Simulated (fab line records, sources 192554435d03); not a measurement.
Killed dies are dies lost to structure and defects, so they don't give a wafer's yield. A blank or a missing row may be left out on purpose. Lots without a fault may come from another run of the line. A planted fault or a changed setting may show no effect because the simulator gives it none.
fab line records | flow n5_finfet | part 2 of 2: steps 23 to 29 of 29
record lots=5 wafers=15 last_day=21
route steps=1938 shown FIN_SAQP@93
lots that met no fault: from a run of the same line without faults
start_h: hours from the record's first day to the start of the lot's first wafer shown | wait_h: hours since the lot's step before | " the same as in the row above | L1.1+2: a row that stands for several wafers | - no value, or no start given | * or withheld: withheld | < > ~ a bound
route shown NAME@n: a module of which the file shows steps, and the number in the route of the first | usual: mean/standard deviation of fault-free wafers | same: alike in all rows | chamber/n: place in a boat | sites: the reading at each site | _std_site: their standard deviation | _edge_site: outer sites' mean less inner sites' | radius_mm: how far each site lies from the wafer's centre | mask NAME#n: copy n | behind: the tool/chamber that last shaped the wafer | hold: why the lot was held/for how many hours/how that ended | device: the transistor (n, p or np) that didn't switch | end of line: the same wafers' tests at the end of the route | a step without rows: its recipe alone | killed: dies lost to structure and defects at the first sort, not the wafer's yield | map: a wafer's dies, x killed, . not, _ none there
set.NAME: the setting as run; set.NAME@STEP: as run at that earlier step | model.NAME: the simulator's own value behind a step, which no gauge read
lots at some steps of the route; a table a step, a row a wafer
services: from which hour (start_h, from the record's first day; less than 0 if before it) a tool's chamber was out of use, for how many hours, and why
## steps
# step N5_FIN_SAQP_ETCH_51
# recipe chemistry=CF4 target=SiARC target_depth_a=455 mask_material=CAR-ArF time_s=75.8 ion_energy_ev=80 pressure_mtorr=40 source_w=545 bias_w=36 Ar_flow_sccm=100 cf4_flow_sccm=100 ends=cleared
# usual cf4_flow_sccm=100.0/0.34 drypump_motor_current_A=5.6/0.52 etch_rf_on_time_s=76.6/2 oes_product_au=0.67/0.071 rf_vpp_V=184.1/0.99 showerhead_plenum_p_Torr=2.15/0.044 throttle_valve_pct=15.45/0.2
# columns lot.wafer tool chamber start_h wait_h cf4_flow_sccm drypump_motor_current_A etch_rf_on_time_s oes_product_au rf_hours_counter_h rf_vpp_V showerhead_plenum_p_Torr throttle_valve_pct
L074.1 rie_diel-05 2 21.27 0.0 100.6 5.4 73.8 0.69 104 185.1 2.17 15.27
L074.2 " 0 " " 99.7 5.2 77.3 0.71 58 183.7 2.18 15.45
L074.5 " 0 " " 100.2 5.2 77.6 0.71 - 184.8 2.18 15.47
L085.4 rie_diel-04 3 88.50 0.0 101.0 6.6 73.4 0.64 184 185.6 2.21 15.43
L085.5 " 3 " " 100.5 6.5 74.5 0.63 - 185.7 2.21 15.42
L085.6 " 2 " " 100.6 4.9 80.2 0.64 - 186.6 2.15 15.19
L087.1 rie_diel-05 1 100.55 0.0 100.2 6.4 77.8 0.77 15 184.2 2.12 15.20
L087.4 " 3 " " 99.6 5.2 78.7 0.56 249 183.4 2.12 15.82
L087.6 " 2 " " 100.0 5.4 74.2 0.67 - 185.0 2.17 15.29
L089.1 rie_diel-04 0 111.73 0.0 99.6 5.7 76.9 0.59 210 183.1 2.13 15.61
L089.3 " 1 " " 99.9 6.4 74.7 0.80 14 184.1 2.18 15.50
L089.5 " 0 " " 100.1 5.7 77.5 0.59 - 182.9 2.13 15.59
L095.1 rie_diel-01 2 148.77 0.0 99.8 5.3 75.6 0.60 221 182.5 2.05 15.52
L095.4 " 3 " " 100.2 5.6 75.3 0.74 49 183.8 2.10 15.24
L095.6 " 1 " " 100.3 5.1 77.2 0.64 - 184.6 2.22 15.45
# step N5_FIN_SAQP_ETCH_52
# recipe chemistry=N2/H2 target=SOC target_depth_a=1000 overetch_a=200 mask_material=SiARC temp_c=40 time_s=150 ion_energy_ev=200 pressure_mtorr=30 source_w=840 bias_w=150 n2_flow_sccm=200 h2_flow_sccm=200 ends=end_point
# usual drypump_motor_current_A=5.6/0.53 oes_product_au=0.70/0.073 rf_vpp_V=524.0/2 showerhead_plenum_p_Torr=2.55/0.068 throttle_valve_pct=17.62/0.24
# columns lot.wafer tool chamber start_h wait_h drypump_motor_current_A oes_product_au rf_hours_counter_h rf_vpp_V showerhead_plenum_p_Torr throttle_valve_pct
L074.1 rie_diel-05 2 21.32 0.0 5.4 0.71 104 524.8 2.55 17.36
L074.2 " 0 " " 5.3 0.75 58 525.0 2.58 17.52
L074.5 " 0 " " 5.3 0.75 - 525.2 2.58 17.50
L085.4 rie_diel-04 3 88.55 0.0 6.6 0.66 184 526.9 2.62 17.55
L085.5 " 3 " " 6.6 0.66 - 526.3 2.62 17.53
L085.6 " 2 " " 4.9 0.69 - 524.0 2.57 17.42
L087.1 rie_diel-05 1 100.61 0.0 6.4 0.82 15 520.2 2.50 17.41
L087.4 " 3 " " 5.3 0.60 249 523.4 2.50 18.01
L087.6 " 2 " " 5.4 0.70 - 522.2 2.55 17.40
L089.1 rie_diel-04 0 111.78 0.0 5.7 0.62 210 523.6 2.49 17.52
L089.3 " 1 " " 6.3 0.83 14 526.0 2.62 17.89
L089.5 " 0 " " 5.7 0.63 - 522.9 2.49 17.53
L095.1 rie_diel-01 2 148.82 0.0 5.3 0.64 221 519.1 2.40 17.53
L095.4 " 3 " " 5.7 0.78 49 522.3 2.50 17.47
L095.6 " 1 " " 5.0 0.68 - 525.3 2.70 18.04
# step N5_FIN_SAQP_STRIP_53
# recipe chemistry=N2/H2 temp_c=40 n2_flow_sccm=200 h2_flow_sccm=200 rf_frequency_hz=6e+07
# columns lot.wafer tool chamber start_h wait_h
L074.1+2+5 rie_diel-05 2,0,0 21.42 0.0
L085.4+5+6 rie_diel-04 3,3,2 88.65 0.0
L087.1+4+6 rie_diel-05 1,3,2 100.71 0.0
L089.1+3+5 rie_diel-04 0,1,0 111.88 0.0
L095.1+4+6 rie_diel-01 2,3,1 148.92 0.0
# step N5_FIN_SAQP_HM_OPEN_73
# recipe chemistry=CHF3/O2 target=SiO2 stop_on=a-Si target_depth_a=120 over_etch_frac=1.8 mask_material=SOC time_s=16.8 pressure_mtorr=30 source_w=650 bias_w=170 Ar_flow_sccm=200 CHF3_flow_sccm=50 O2_flow_sccm=5 ion_energy_ev=200 ends=end_point
# usual drypump_motor_current_A=5.6/0.52 oes_product_au=0.47/0.049 rf_vpp_V=526/16 showerhead_plenum_p_Torr=2.42/0.052 throttle_valve_pct=18.66/0.2
# columns lot.wafer tool chamber start_h wait_h drypump_motor_current_A oes_product_au rf_hours_counter_h rf_vpp_V showerhead_plenum_p_Torr throttle_valve_pct
L074.1 rie_diel-05 2 21.43 0.0 5.4 0.47 104 534 2.45 18.51
L074.2 " 0 " " 5.2 0.50 58 527 2.45 18.66
L074.5 " 0 " " 5.2 0.50 - 527 2.45 18.63
L085.4 rie_diel-04 3 88.66 0.0 6.6 0.43 184 498 2.48 18.53
L085.5 " 3 " " 6.5 0.44 - 498 2.48 18.53
L085.6 " 2 " " 4.9 0.47 - 540 2.43 18.40
L087.1 rie_diel-05 1 100.72 0.0 6.4 0.53 15 507 2.38 18.47
L087.4 " 3 " " 5.2 0.39 249 542 2.37 18.92
L087.6 " 2 " " 5.4 0.47 - 534 2.45 18.53
L089.1 rie_diel-04 0 111.89 0.0 5.7 0.42 210 528 2.41 18.83
L089.3 " 1 " " 6.3 0.55 14 546 2.48 18.89
L089.5 " 0 " " 5.7 0.42 - 529 2.41 18.81
L095.1 rie_diel-01 2 148.93 0.0 5.3 0.42 221 525 2.31 18.75
L095.4 " 3 " " 5.6 0.52 49 506 2.35 18.41
L095.6 " 1 " " 5.1 0.46 - 532 2.51 18.77
# step N5_FIN_SAQP_STRIP_74
# recipe chemistry=CHF3/O2 resist=SiARC rf_frequency_hz=6e+07
# columns lot.wafer tool chamber start_h wait_h
L074.1+2+5 rie_diel-05 2,0,0 21.48 0.0
L085.4+5+6 rie_diel-04 3,3,2 88.71 0.0
L087.1+4+6 rie_diel-05 1,3,2 100.77 0.0
L089.1+3+5 rie_diel-04 0,1,0 111.94 0.0
L095.1+4+6 rie_diel-01 2,3,1 148.98 0.0
# step N5_FIN_SAQP_MANDREL_ETCH_22
# recipe target_depth_a=600 chemistry=HBr/Cl2 target=a-Si stop_on=SiNx bt_time_s=10 over_etch_frac=0.5 time_s=30 pressure_mtorr=10 icp_w=800 bias_w=75 HBr_flow_sccm=150 Cl2_flow_sccm=80 ends=end_point
# usual drypump_motor_current_A=5.7/0.4 oes_product_au=0.774/0.013 throttle_valve_pct=35.3/0.37
# columns lot.wafer tool chamber start_h wait_h drypump_motor_current_A oes_product_au rf_hours_counter_h throttle_valve_pct
L074.1 rie_si-02 2 21.51 0.0 5.3 0.752 73 35.0
L074.2 " 3 " " 4.8 0.764 76 34.8
L074.5 " 0 " " 5.9 0.792 - 35.1
L085.4 rie_si-02 3 88.74 0.0 4.8 0.780 77 34.8
L085.5 " 0 " " 5.9 0.779 - 35.1
L085.6 " 1 " " 5.9 0.776 - 35.5
L087.1 rie_si-04 0 100.80 0.0 6.1 0.743 110 35.6
L087.4 " 3 " " 6.5 0.748 144 35.5
L087.6 " 1 " " 5.6 0.768 - 35.9
L089.1 rie_si-01 0 111.98 0.0 5.4 0.766 6 35.6
L089.3 " 1 " " 5.7 0.772 11 35.7
L089.5 " 0 " " 5.4 0.776 - 35.6
L095.1 rie_si-01 0 149.01 0.0 5.5 0.769 7 35.6
L095.4 " 0 " " 5.4 0.783 - 35.6
L095.6 " 1 " " 5.7 0.780 - 35.7
# step N5_FIN_SAQP_STRIP_55
# recipe chemistry=N2/H2 power_w=500 temp_c=40 pressure_mtorr=50 rf_frequency_hz=6e+07 overash_fraction=0.3 bias_power_w=28 h2_frac=0.5 n2_flow_sccm=300 h2_flow_sccm=300
# usual drypump_motor_current_A=5.6/0.5 oes_product_au=0.79/0.087 rf_vpp_V=121.8/1.3 showerhead_plenum_p_Torr=3.37/0.098 throttle_valve_pct=18.6/0.36
# columns lot.wafer tool chamber start_h wait_h drypump_motor_current_A oes_product_au rf_hours_counter_h rf_vpp_V showerhead_plenum_p_Torr throttle_valve_pct
L074.1 rie_diel-01 0 21.63 0.1 5.5 0.77 143 121.8 3.37 18.7
L074.2 " 2 " " 5.3 0.71 184 121.3 3.20 18.2
L074.5 " 0 " " 5.5 0.76 - 122.0 3.37 18.7
L085.4 rie_diel-01 2 88.84 0.1 5.3 0.69 208 120.7 3.18 18.2
L085.5 " 0 " " 5.5 0.74 - 121.3 3.36 18.7
L085.6 " 3 " " 5.7 0.87 - 121.7 3.31 18.4
L087.1 rie_diel-05 3 100.90 0.1 5.3 0.65 249 121.9 3.30 19.3
L087.4 " 0 " " 5.3 0.82 82 125.0 3.39 18.3
L087.6 " 3 " " 5.3 0.65 - 118.9 3.30 19.3
L089.1 rie_diel-04 1 112.07 0.1 6.4 0.92 14 121.8 3.45 19.0
L089.3 " 0 " " 5.7 0.69 210 120.2 3.29 18.5
L089.5 " 0 " " 5.7 0.68 - 120.1 3.29 18.5
L095.1 rie_diel-01 2 149.11 0.1 5.3 0.67 221 120.8 3.18 18.3
L095.4 " 0 " " 5.5 0.73 181 120.5 3.35 18.8
L095.6 " 0 " " 5.5 0.72 - 122.7 3.35 18.7
## services
# columns tool chamber start_h hours kind
rie_diel-04 - -2.11 13.1 repair
arfi_scanner-03 - -0.73 4.0 repair
arfi_scanner-01 - 1.12 3.9 pm
rie_si-02 1 3.52 1.0 repair
pecvd-04 1 5.47 4.1 repair
pecvd-01 - 25.99 4.0 repair
rie_diel-05 2 27.33 21.1 repair
arfi_scanner-01 - 28.35 1.0 pm
rie_diel-05 1 30.14 9.1 repair
pecvd-04 0 35.93 7.1 repair
arfi_scanner-03 - 46.71 3.1 pm
rie_diel-05 - 48.53 14.6 pm
pecvd-04 - 60.31 0.6 repair
pecvd-02 - 82.07 9.8 repair
ald_sin-01 - 84.30 2.7 repair
pecvd-01 0 99.05 20.3 repair
ald_sin-01 2 103.47 10.7 repair
rie_diel-01 1 110.94 3.2 repair
rie_diel-01 - 123.84 1.0 repair
pecvd-04 - 127.98 6.0 pm
rie_diel-04 0 130.04 8.7 repair
wet_bench-06 - 141.04 3.0 repair
pecvd-04 2 142.11 4.0 repair
rie_diel-01 - 147.93 0.5 repair
